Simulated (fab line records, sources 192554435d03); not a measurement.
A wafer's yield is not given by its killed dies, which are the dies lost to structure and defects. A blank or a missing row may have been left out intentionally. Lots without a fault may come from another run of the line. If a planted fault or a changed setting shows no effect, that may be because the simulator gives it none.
fab line records    flow n5_finfet
record: lots: 4  wafers: 12  last_day: 18
route steps=1938 shown BEOL_M4@1099 BEOL_M5@1112 BEOL_M11@1590 PASSIVATION@1936
lots untouched by any fault: they come from a run of this same line in which no faults occurred
start_h: hours from the record's first day to the start of the lot's first wafer shown    wait_h: hours since the lot's step before    " as in the row above    L1.1+2: a single row standing in for several wafers    - either no value or no given start    * or withheld: withheld    < > ~ a bound
route shown NAME@n: names a module that has steps shown in the file, with the first one's number in the route    usual: the fault-free wafers' mean and standard deviation    same: alike in all rows    chamber/n: place in a boat    sites: each site's reading    _std_site: their standard deviation    _edge_site: the outer-site mean with the inner-site mean subtracted    radius_mm: for every site, how far away it sits from the centre of the wafer    mask NAME#n: copy n    behind: the tool/chamber that last shaped the wafer    hold: reason for holding the lot/hours on hold/outcome of the hold    device: transistor that didn't switch, given as n, p or np    end of line: tests run on the same wafers once the route is complete    where a step has no rows: the recipe by itself    killed: count of dies lost to structure and defects at first sort (not the wafer's yield)    map: shows each die of a wafer: x if killed, . if not, _ if none is there
set.NAME: the run value of the setting; set.NAME@STEP: its run value at that earlier step    model.NAME: the simulator's own value behind a step, which no gauge read
certain route steps with their lots: each step a table, each wafer a row
services: when a tool's chamber went out of use (start_h, in hours from the record's first day, below 0 if earlier), for how many hours, and the reason
== steps ==
step: N5_BEOL_M4_ANNEAL_95
recipe: temp_c: 400  time_s: 240  ambient: vacuum
step: N5_BEOL_M4_SPUTTER_96
recipe: material: Cu  target_thk_a: 45  temp_c: -20  chamber_pressure_pa: 0.07  power_w: withheld  time_s: 8.29
step: N5_BEOL_M4_ECD_50
recipe: material: Cu  target_thk_a: 3000
step: N5_BEOL_M4_ANNEAL_51
recipe: temp_c: 225  time_s: 90  ambient: N2
step: N5_BEOL_M4_CMP_52
recipe: stop_on: SiOC  t_overpolish_s: 6.8  down_force_psi: 1  platen_rpm: 50  clearing_platen_down_force_psi: 1.5  clearing_platen_rpm: 50  post_cmp_clean: cu_alkaline  target_thk_nm: 40  clearing_platen_pad_velocity_m_s: 0.99484  pad_velocity_m_s: 0.99484
step: N5_BEOL_M4_PRE_CLEAN_60
recipe: gas: NH3/H2  time_s: 15  temp_c: *  rf_power_w: 300
step: N5_BEOL_M4_CO_CAP_55
recipe: material: Co  target_thk_a: 20  temp_c: 200  precursor: CCTBA/H2  pressure_torr: 30  time_s: 102.1
step: N5_BEOL_M4_PRE_CLEAN_56
recipe: gas: NH3  time_s: 15  temp_c: withheld  rf_power_w: 300
step: N5_BEOL_M4_DEP_57
recipe: material: SiCN  target_thk_a: 80  temp_c: withheld  precursor: 3MS/NH3  pressure_torr: 3  rf_w: 202  time_s: 14
step: N5_BEOL_M4_RC_MEAS_101
usual: DIBL_N: 36.1/1.7  DIBL_P: 35.9/2.1  IOFF_N: 0.154/0.029  IOFF_P: 0.21/0.035  ION_N: 673/10  ION_P: 463/7.5  SS_N: 71.6/0.59  SS_P: 73.2/0.69  VT_N: 250.5/2.9  VT_P: -250/3.2
lot.wafer  tool       chamber  start_h  wait_h  DIBL_N[mV/V]  DIBL_P[mV/V]  IOFF_N[nA/um]  IOFF_P[nA/um]  ION_N[uA/um]  ION_P[uA/um]  SS_N[mV/dec]  SS_P[mV/dec]  VT_N[mV]  VT_P[mV]
L323.2     prober-02  0        302.80   0.2     34.7          34.1          0.140          0.20           665           459           71.1          72.3          250.7     -251
L323.3     "          0        "        "       34.0          33.8          0.132          0.20           663           467           71.5          72.4          253.5     -248
L323.4     "          0        "        "       35.8          35.9          0.164          0.24           680           469           72.1          73.4          247.3     -250
L324.1     prober-02  0        306.03   0.0     35.9          34.3          0.147          0.20           686           471           70.7          72.9          250.4     -248
L324.2     "          0        "        "       36.8          35.8          0.165          0.24           687           475           71.4          72.7          247.7     -248
L324.6     "          0        "        "       37.0          35.5          0.161          0.23           673           469           70.7          72.6          247.1     -249
L322.2     prober-02  0        319.38   0.2     33.7          32.0          0.115          0.15           660           454           71.8          72.0          255.8     -257
L322.3     "          0        "        "       34.1          32.0          0.116          0.15           672           457           71.5          72.0          255.9     -252
L322.5     "          0        "        "       34.1          32.4          0.117          0.16           665           459           71.6          71.8          255.9     -251
L325.2     prober-01  0        321.80   0.2     35.9          37.4          0.157          0.20           667           462           72.5          73.4          250.8     -251
L325.4     "          0        "        "       38.6          40.3          0.206          0.25           682           468           72.4          73.9          246.7     -248
L325.5     "          0        "        "       35.6          36.8          0.154          0.19           669           458           71.5          73.1          250.8     -250
step: N5_BEOL_M5_ILD_DEP_00
recipe: material: SiCOH_lowk  target_thk_a: 1406.4  temp_c: 300  precursor: DEMS/porogen  pressure_torr: 5  rf_w: 500  time_s: 25.9
step: N5_BEOL_M5_CURE_79
recipe: temp_c: 385  time_s: 240  ambient: He/Ar  material: SiCOH_lowk
step: N5_BEOL_M5_PECVD_70
recipe: material: SiO2  target_thk_a: 160  temp_c: 400  precursor: TEOS/O2  pressure_torr: 5.5  rf_w: 450  teos_flow_sccm: 53.8  gas: O2  flow_sccm: 3000  time_s: 18
step: N5_BEOL_M5_HM_DEP_02
recipe: material: TiN  target_thk_a: 200  temp_c: 25  chamber_pressure_pa: 0.49996
step: N5_BEOL_M5_COAT_59
recipe: resist: SOC  temp_c: 250  time_s: 60  spin_rpm: 1500  resist_thk_nm: 60
step: N5_BEOL_M5_COAT_60
recipe: resist: SiARC  temp_c: 220  time_s: 60  spin_rpm: 1500  resist_thk_nm: 12
step: N5_BEOL_M5_COAT_71
recipe: resist: underlayer  temp_c: 205  time_s: 60  spin_rpm: 1500  resist_thk_nm: 5
step: N5_BEOL_M5_COAT_05
recipe: resist: CAR-EUV  spin_rpm: 1500  resist_thk_nm: 30
step: N5_BEOL_M5_EBR_07
recipe: solvent: PGMEA  ebr_width_mm: 1.5
step: N5_BEOL_M5_SOFTBAKE_06
recipe: temp_c: 110  time_s: 60  resist: CAR-EUV
step: N5_BEOL_M5_EXPOSE_08
recipe: mask_id: M5  na: 0.33  source_shape: annular  sigma_inner: 0.4  sigma_outer: 0.8  polarization: unpolarized  target_cd_nm: 28  dose_mj: 35.75
step: N5_BEOL_M5_PEB_09
recipe: peb_temp_c: 100  peb_time_s: 60  resist: CAR-EUV
step: N5_BEOL_M5_DEVELOP_10
recipe: develop_time_s: 30  developer: TMAH  resist: CAR-EUV  rinse_liquid: surfactant_rinse  dry: air_spin  dev_temp_c: 23
step: N5_BEOL_M5_DESCUM_16
recipe: chemistry: O2  time_s: 7  source_power_w: 50  bias_power_w: 20  pressure_mtorr: 20  rf_frequency_hz: 2.712e+07  temp_c: 40  resist: CAR-EUV  o2_flow_sccm: 225
step: N5_BEOL_M5_ETCH_72
recipe: chemistry: N2/H2  target: underlayer  target_depth_a: 65  mask_material: CAR-EUV  time_s: 5.2  ion_energy_ev: 200  pressure_mtorr: 30  source_w: 840  bias_w: 150  n2_flow_sccm: 200  h2_flow_sccm: 200  ends: cleared
step: N5_BEOL_M5_ETCH_61
recipe: chemistry: CF4  target: SiARC  target_depth_a: 156  mask_material: CAR-EUV  time_s: 26  ion_energy_ev: 80  pressure_mtorr: 40  source_w: 545  bias_w: 36  Ar_flow_sccm: 100  cf4_flow_sccm: 100  ends: cleared
step: N5_BEOL_M5_ETCH_62
recipe: chemistry: N2/H2  target: SOC  target_depth_a: 750  overetch_a: 150  mask_material: SiARC  temp_c: 40  time_s: 112.5  ion_energy_ev: 200  pressure_mtorr: 30  source_w: 840  bias_w: 150  n2_flow_sccm: 200  h2_flow_sccm: 200
step: N5_BEOL_M5_STRIP_63
recipe: chemistry: N2/H2  temp_c: 40  n2_flow_sccm: 200  h2_flow_sccm: 200  rf_frequency_hz: 6e+07
step: N5_BEOL_M5_STRIP_73
recipe: chemistry: N2/H2  temp_c: 40  n2_flow_sccm: 200  h2_flow_sccm: 200  rf_frequency_hz: 6e+07
step: N5_BEOL_M5_STRIP_64
recipe: chemistry: CF4  resist: SiARC  power_w: 300  bias_power_w: 75  pressure_mtorr: 50  cf4_flow_sccm: 150  rf_frequency_hz: 6e+07
step: N5_BEOL_M5_HM_OPEN_17
recipe: chemistry: Cl2/BCl3  target_depth_a: 200  overetch_a: 60  target: TiN  mask_material: SOC  ion_energy_ev: 150  pressure_mtorr: 10  icp_w: 1000  bias_w: 126  Cl2_flow_sccm: 53.25  bcl3_flow_sccm: 21.75  Ar_flow_sccm: 25
step: N5_BEOL_M5_STRIP_19
recipe: chemistry: O2  power_w: 400  temp_c: 40  pressure_mtorr: 30  rf_frequency_hz: 6e+07  bias_power_w: 0  overash_fraction: 0.2  o2_flow_sccm: 225
step: N5_BEOL_M5_COAT_65
recipe: resist: SOC  temp_c: 250  time_s: 60  spin_rpm: 1500  resist_thk_nm: 60
step: N5_BEOL_M5_COAT_66
recipe: resist: SiARC  temp_c: 220  time_s: 60  spin_rpm: 1500  resist_thk_nm: 12
step: N5_BEOL_M11_ALD_74
recipe: material: TaN  target_thk_a: 20  temp_c: 275  ald_precursor_family: PDMAT  ald_co_reactant: NH3  pressure_torr: 3  carrier_flow_sccm: 1500  pulse_time_s: 2  purge_time_s: 3  co_reactant_purge_time_s: 2  co_reactant_pulse_time_s: 3  ald_cycles: 40  precursor_vessel_temp_c: 75  precursor_vessel_pressure_torr: 26.25  precursor_vessel_carrier_sccm: 1000
usual: ald_cycles: 40/0  chamber_pressure_Torr: 3.000/0.0066  heater_power_w: 427/33  purge_time_s: 3/0
lot.wafer  tool          chamber  start_h  wait_h  ald_cycles  chamber_pressure_Torr  heater_power_w  purge_time_s  since_wet_clean_h
L323.2     ald_metal-01  0        362.66   0.3     -           -                      -               -             -
L323.3     "             1        "        "       -           -                      -               -             -
L323.4     "             0        "        "       -           -                      -               -             -
L324.1     ald_metal-01  0        373.03   0.0     40          2.999                  410             3             22
L324.2     "             1        "        "       40          2.998                  443             3             22
L324.6     "             1        "        "       40          3.013                  437             3             -
L322.2     ald_metal-01  1        384.68   0.0     -           -                      -               -             -
L322.3     "             3        "        "       -           -                      -               -             -
L322.5     "             0        "        "       -           -                      -               -             -
L325.2     ald_metal-01  0        391.21   0.0     40          2.999                  424             3             40
L325.4     "             1        "        "       40          2.991                  435             3             40
L325.5     "             1        "        "       40          3.000                  441             3             -
step: N5_PASSIVATION_PROBE_49
usual: defect_limited_yield: 91.3/1.4  killed_at_M0_to_M3: 34/9.2  killed_at_M4_up: 13/5.3  killed_at_contacts: 12/6  killed_at_front_end: 39/12  killed_at_other: 4/3.3  killed_dies: 102/17  killed_on_rim: 13/3.9  killed_open: 67/12  killed_short: 34/7.4  sort_bin_4_leakage: 0.00/0.014  sort_bin_5_function: 5.1/1  sort_bin_6_memory: 3.2/0.6  sort_n_pass: 1078/17  sort_yield_pct: 91.3/1.4
same: gross_dies: 1180  killed_at_back_side: 0  sort_bin_8_speed[%]: 0
lot.wafer  tool       chamber  start_h  wait_h  defect_limited_yield[%]  killed_at_M0_to_M3  killed_at_M4_up  killed_at_contacts  killed_at_front_end  killed_at_other  killed_dies  killed_on_rim  killed_open  killed_short  sort_bin_4_leakage[%]  sort_bin_5_function[%]  sort_bin_6_memory[%]  sort_n_pass  sort_yield_pct[%]
L323.2     prober-01  -        411.40   0.1     0                        26                  1099             4                   38                   13               1180         152            62           31            92.03                  4.2                     3.6                   0            0
L323.3     prober-01  -        411.45   0.1     0                        45                  1103             10                  18                   4                1180         152            63           29            92.12                  4.9                     2.7                   0            0
L323.4     prober-01  -        411.50   0.2     0                        31                  1097             6                   41                   5                1180         152            45           41            92.63                  4.4                     2.7                   0            0
L324.1     prober-02  -        415.01   0.0     92.6                     17                  17               17                  36                   0                87           10             49           35            0                      3.6                     3.1                   1093         92.6
L324.2     prober-02  -        415.06   0.1     90.4                     50                  7                14                  41                   1                113          14             73           38            0                      5.2                     3.8                   1067         90.4
L324.6     prober-02  -        415.26   0.3     90.9                     29                  14               6                   58                   0                107          17             63           40            0                      4.2                     3.8                   1073         90.9
L322.2     prober-01  -        430.14   0.1     0                        25                  1092             4                   55                   4                1180         152            65           34            91.27                  5.1                     3.0                   0            0
L322.3     prober-01  -        430.19   0.1     0                        31                  1110             5                   34                   0                1180         152            47           35            92.88                  4.4                     2.6                   0            0
L322.5     prober-01  -        430.29   0.2     0                        23                  1107             10                  38                   2                1180         152            40           33            92.97                  3.5                     3.2                   0            0
L325.2     prober-01  -        443.21   0.1     91.7                     18                  7                23                  45                   5                98           16             71           27            0                      5.1                     2.9                   1082         91.7
L325.4     prober-01  -        443.31   0.2     92.3                     39                  6                13                  29                   4                91           11             56           31            0                      4.4                     3.1                   1089         92.3
L325.5     prober-01  -        443.36   0.2     92.3                     30                  5                5                   48                   3                91           13             56           34            0                      4.5                     2.6                   1089         92.3
killed by level:class
L323.2 BEOL_M11:area_ald=1086 BEOL_M0_SAQP:geometric_particle:open=8 GATE_CUT:geometric_particle:short=7 FIN_SAQP:geometric_particle:open=6 DUMMY_GATE:geometric_particle:open=6 GATE_CUT:geometric_particle:open=5 BEOL_M0_SAQP:geometric_particle:short=5 BEOL_M6:geometric_particle:open=5
L323.3 BEOL_M11:area_ald=1085 BEOL_M0_SAQP:geometric_particle:short=10 MOL_CONTACT_COAG:geometric_particle:open=9 FIN_SAQP:geometric_particle:open=8 BEOL_M1:geometric_particle:open=8 BEOL_M0_SAQP:geometric_particle:open=7 BEOL_M0:geometric_particle:open=6 BEOL_M4:geometric_particle:open=5
L323.4 BEOL_M11:area_ald=1093 FIN_SAQP:geometric_particle:short=13 BEOL_M0_SAQP:geometric_particle:short=8 STARTING-WAFER:geometric_particle:open=7 FIN_SAQP:geometric_particle:open=6 MOL_CONTACT_COAG:geometric_particle:open=5 BEOL_M0_SAQP:geometric_particle:open=5 BEOL_M3:geometric_particle:open=5
L324.1 FIN_SAQP:geometric_particle:short=12 MOL_CONTACT_COAG:geometric_particle:open=12 FIN_SAQP:geometric_particle:open=9 BEOL_M0_SAQP:geometric_particle:open=6 MOL_CONTACT_COAG:geometric_particle:short=5 BEOL_M4:geometric_particle:open=5 BEOL_M0_SAQP:geometric_particle:short=4 BEOL_M3:geometric_particle:open=3
L324.2 BEOL_M0_SAQP:geometric_particle:open=16 FIN_SAQP:geometric_particle:short=15 MOL_CONTACT_COAG:geometric_particle:open=10 BEOL_M3:geometric_particle:open=10 FIN_SAQP:geometric_particle:open=9 BEOL_M0_SAQP:geometric_particle:short=7 BEOL_M2:geometric_particle:open=7 BEOL_M1:geometric_particle:open=5
L324.6 FIN_SAQP:geometric_particle:open=16 FIN_SAQP:geometric_particle:short=11 BEOL_M0_SAQP:geometric_particle:open=9 STI_FIN_REVEAL:geometric_particle:open=8 BEOL_M0_SAQP:geometric_particle:short=8 STARTING-WAFER:geometric_particle:short=6 MOL_CONTACT_COAG:geometric_particle:open=4 BEOL_M3:geometric_particle:open=4
L322.2 BEOL_M11:area_ald=1076 FIN_SAQP:geometric_particle:open=15 STI_FIN_REVEAL:geometric_particle:open=8 FIN_SAQP:geometric_particle:short=7 GATE_CUT:geometric_particle:short=6 BEOL_M2:geometric_particle:open=5 DUMMY_GATE:geometric_particle:open=4 BEOL_M0_SAQP:geometric_particle:open=4
L322.3 BEOL_M11:area_ald=1096 FIN_SAQP:geometric_particle:open=8 BEOL_M0_SAQP:geometric_particle:open=8 FIN_SAQP:geometric_particle:short=7 BEOL_M0_SAQP:geometric_particle:short=7 BEOL_M1:geometric_particle:open=6 STI_FIN_REVEAL:geometric_particle:open=5 BEOL_M4:geometric_particle:short=5
L322.5 BEOL_M11:area_ald=1096 FIN_SAQP:geometric_particle:short=9 BEOL_M0_SAQP:geometric_particle:short=7 FIN_SAQP:geometric_particle:open=6 MOL_CONTACT_COAG:geometric_particle:open=6 GATE_CUT:geometric_particle:short=4 STARTING-WAFER:geometric_particle:open=4 BEOL_M0_SAQP:geometric_particle:open=3
L325.2 MOL_CONTACT_COAG:geometric_particle:open=20 FIN_SAQP:geometric_particle:open=11 FIN_SAQP:geometric_particle:short=9 STI_FIN_REVEAL:geometric_particle:open=7 BEOL_M3:geometric_particle:open=6 BEOL_M1:geometric_particle:open=5 STARTING-WAFER:geometric_particle:short=5 STARTING-WAFER:geometric_particle:open=4
L325.4 BEOL_M3:geometric_particle:open=12 MOL_CONTACT_COAG:geometric_particle:open=11 FIN_SAQP:geometric_particle:open=10 BEOL_M0_SAQP:geometric_particle:short=9 FIN_SAQP:geometric_particle:short=6 BEOL_M0_SAQP:geometric_particle:open=5 STI_FIN_REVEAL:geometric_particle:open=4 DUMMY_GATE:geometric_particle:open=3
L325.5 FIN_SAQP:geometric_particle:open=18 FIN_SAQP:geometric_particle:short=11 BEOL_M3:geometric_particle:open=6 STI_FIN_REVEAL:geometric_particle:open=5 BEOL_M2:geometric_particle:open=5 BEOL_M1:geometric_particle:open=4 MOL_CONTACT_COAG:geometric_particle:open=4 BEOL_M0_SAQP:geometric_particle:short=4
map L322.2 (x killed, . not)
_________________xxxxxxxxxxxx________________
______________xxxxxxxxxxxxxxxxxx_____________
___________xxxxxxxxxxxxxxxxxxxxxxxx__________
__________xxxxxxxxxxxxxxxxxxxxxxxxxx_________
________xxxxxxxxxxxxxxxxxxxxxxxxxxxxxx_______
_______xxxxxxxxxxxxxxxxxxxxxxxxxxxxxxxx______
______xxxxxxxxxxxxxxxxxxxxxxxxxxxxxxxxxx_____
_____xxxxxxxxxxxxxxxxxxxxxxxxxxxxxxxxxxxx____
____xxxxxxxxxxxxxxxxxxxxxxxxxxxxxxxxxxxxxx___
___xxxxxxxxxxxxxxxxxxxxxxxxxxxxxxxxxxxxxxxx__
___xxxxxxxxxxxxxxxxxxxxxxxxxxxxxxxxxxxxxxxx__
__xxxxxxxxxxxxxxxxxxxxxxxxxxxxxxxxxxxxxxxxxx_
__xxxxxxxxxxxxxxxxxxxxxxxxxxxxxxxxxxxxxxxxxx_
_xxxxxxxxxxxxxxxxxxxxxxxxxxxxxxxxxxxxxxxxxxxx
_xxxxxxxxxxxxxxxxxxxxxxxxxxxxxxxxxxxxxxxxxxxx
_xxxxxxxxxxxxxxxxxxxxxxxxxxxxxxxxxxxxxxxxxxxx
_xxxxxxxxxxxxxxxxxxxxxxxxxxxxxxxxxxxxxxxxxxxx
_xxxxxxxxxxxxxxxxxxxxxxxxxxxxxxxxxxxxxxxxxxxx
_xxxxxxxxxxxxxxxxxxxxxxxxxxxxxxxxxxxxxxxxxxxx
_xxxxxxxxxxxxxxxxxxxxxxxxxxxxxxxxxxxxxxxxxxxx
_xxxxxxxxxxxxxxxxxxxxxxxxxxxxxxxxxxxxxxxxxxxx
__xxxxxxxxxxxxxxxxxxxxxxxxxxxxxxxxxxxxxxxxxx_
__xxxxxxxxxxxxxxxxxxxxxxxxxxxxxxxxxxxxxxxxxx_
___xxxxxxxxxxxxxxxxxxxxxxxxxxxxxxxxxxxxxxxx__
___xxxxxxxxxxxxxxxxxxxxxxxxxxxxxxxxxxxxxxxx__
____xxxxxxxxxxxxxxxxxxxxxxxxxxxxxxxxxxxxxx___
_____xxxxxxxxxxxxxxxxxxxxxxxxxxxxxxxxxxxx____
______xxxxxxxxxxxxxxxxxxxxxxxxxxxxxxxxxx_____
_______xxxxxxxxxxxxxxxxxxxxxxxxxxxxxxxx______
________xxxxxxxxxxxxxxxxxxxxxxxxxxxxxx_______
__________xxxxxxxxxxxxxxxxxxxxxxxxxx_________
___________xxxxxxxxxxxxxxxxxxxxxxxx__________
______________xxxxxxxxxxxxxxxxxx_____________
_________________xxxxxxxxxxxx________________
map L323.2 (x killed, . not)
_________________xxxxxxxxxxxx________________
______________xxxxxxxxxxxxxxxxxx_____________
___________xxxxxxxxxxxxxxxxxxxxxxxx__________
__________xxxxxxxxxxxxxxxxxxxxxxxxxx_________
________xxxxxxxxxxxxxxxxxxxxxxxxxxxxxx_______
_______xxxxxxxxxxxxxxxxxxxxxxxxxxxxxxxx______
______xxxxxxxxxxxxxxxxxxxxxxxxxxxxxxxxxx_____
_____xxxxxxxxxxxxxxxxxxxxxxxxxxxxxxxxxxxx____
____xxxxxxxxxxxxxxxxxxxxxxxxxxxxxxxxxxxxxx___
___xxxxxxxxxxxxxxxxxxxxxxxxxxxxxxxxxxxxxxxx__
___xxxxxxxxxxxxxxxxxxxxxxxxxxxxxxxxxxxxxxxx__
__xxxxxxxxxxxxxxxxxxxxxxxxxxxxxxxxxxxxxxxxxx_
__xxxxxxxxxxxxxxxxxxxxxxxxxxxxxxxxxxxxxxxxxx_
_xxxxxxxxxxxxxxxxxxxxxxxxxxxxxxxxxxxxxxxxxxxx
_xxxxxxxxxxxxxxxxxxxxxxxxxxxxxxxxxxxxxxxxxxxx
_xxxxxxxxxxxxxxxxxxxxxxxxxxxxxxxxxxxxxxxxxxxx
_xxxxxxxxxxxxxxxxxxxxxxxxxxxxxxxxxxxxxxxxxxxx
_xxxxxxxxxxxxxxxxxxxxxxxxxxxxxxxxxxxxxxxxxxxx
_xxxxxxxxxxxxxxxxxxxxxxxxxxxxxxxxxxxxxxxxxxxx
_xxxxxxxxxxxxxxxxxxxxxxxxxxxxxxxxxxxxxxxxxxxx
_xxxxxxxxxxxxxxxxxxxxxxxxxxxxxxxxxxxxxxxxxxxx
__xxxxxxxxxxxxxxxxxxxxxxxxxxxxxxxxxxxxxxxxxx_
__xxxxxxxxxxxxxxxxxxxxxxxxxxxxxxxxxxxxxxxxxx_
___xxxxxxxxxxxxxxxxxxxxxxxxxxxxxxxxxxxxxxxx__
___xxxxxxxxxxxxxxxxxxxxxxxxxxxxxxxxxxxxxxxx__
____xxxxxxxxxxxxxxxxxxxxxxxxxxxxxxxxxxxxxx___
_____xxxxxxxxxxxxxxxxxxxxxxxxxxxxxxxxxxxx____
______xxxxxxxxxxxxxxxxxxxxxxxxxxxxxxxxxx_____
_______xxxxxxxxxxxxxxxxxxxxxxxxxxxxxxxx______
________xxxxxxxxxxxxxxxxxxxxxxxxxxxxxx_______
__________xxxxxxxxxxxxxxxxxxxxxxxxxx_________
___________xxxxxxxxxxxxxxxxxxxxxxxx__________
______________xxxxxxxxxxxxxxxxxx_____________
_________________xxxxxxxxxxxx________________
== services ==
tool          chamber  start_h  hours  kind
ald_metal-01  0        351.25   -      clean
ald_metal-01  1        351.25   -      clean
ald_metal-01  2        351.25   -      clean
ald_metal-01  3        351.25   -      clean
ald_metal-01  2        358.27   21.7   repair
ald_metal-01  3        368.29   9.6    repair
== key ==
first_sign: step: N5_BEOL_M11_ALD_74  reading: tool_record  direction: missing
effect: step: N5_PASSIVATION_PROBE_49  reading: sort_bin_4_leakage  direction: up  sigmas: 99+  usual: 0.00  struck: 92.32
more_kills_born_at: N5_BEOL_M11_ALD_74@ald_metal-01: 6536
met_at N5_BEOL_M11_ALD_74
struck_wafers L322.2,L322.3,L322.5,L323.2,L323.3,L323.4
later_rows_left_out L322.2,L322.3,L322.5,L323.2,L323.3,L323.4
fault: kind: skipped_step_whole  tool: ald_metal-01  chamber: -  onset_h: 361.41  steps: N5_BEOL_M11_ALD_74  scope: struck_lots_only
later_rows_left_out: the simulator's readings of these wafers behind a module that went badly wrong aren't trusted and aren't shown, but for the sort
